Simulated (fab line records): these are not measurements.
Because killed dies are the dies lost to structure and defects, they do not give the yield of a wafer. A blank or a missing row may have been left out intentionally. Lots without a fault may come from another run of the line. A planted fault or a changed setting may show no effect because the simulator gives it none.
Matching of chambers    flow nandHarc    4 sister chambers for NHARC_A_STAIRCASE_ALD_420 on aldHk-03
The step deposits SiO2, target thk 20 nm, pulse time 6 s, ald cycles 200. 4 wafers are shown with their chamber, then 12 later ones without.

== WAFERS WITH THEIR CHAMBER ==
wafer   chamber  heaterPowerW (W)
L081.4  3        561
L090.1  2        478
L090.3  0        436
L090.4  1        475

== WAFERS MISSING THEIR CHAMBER ==
wafer   heaterPowerW (W)
L092.3  542
L092.5  548
L092.6  467
L096.3  472
L096.4  457
L096.6  544
L095.2  547
L095.3  472
L095.5  552
L097.2  477
L097.4  436
L097.5  552

== CHAMBER TAKEN BY EACH ==
wafer   from the rows above           in truth
L092.3  3                             3
L092.5  3                             3
L092.6  can't be placed: 1 or 2       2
L096.3  can't be placed: 1 or 2       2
L096.4  can't be placed: 1 or 0 or 2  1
L096.6  3                             3
L095.2  3                             3
L095.3  can't be placed: 1 or 2       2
L095.5  3                             3
L097.2  can't be placed: 2 or 1       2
L097.4  0                             0
L097.5  3                             3
Correctly placed: 7 of 12. Not placeable from these rows: 5 (in 5, the candidates include the true chamber). 0 placed wrongly.
How it was worked out, from the rows above alone: a wafer's distance from a chamber is the root of the sum, over the readings, of the square of ((its reading less the chamber's mean) divided by the reading's scatter). The wafer belongs to the nearest chamber; if the next one is less than 2 further off, it can't be placed. For every chamber, the mean is computed from those of its wafers that are shown. The scatter (one wafer shown for each chamber): square how far every hidden wafer sits from the nearest shown wafer, average those squares and take the square root.
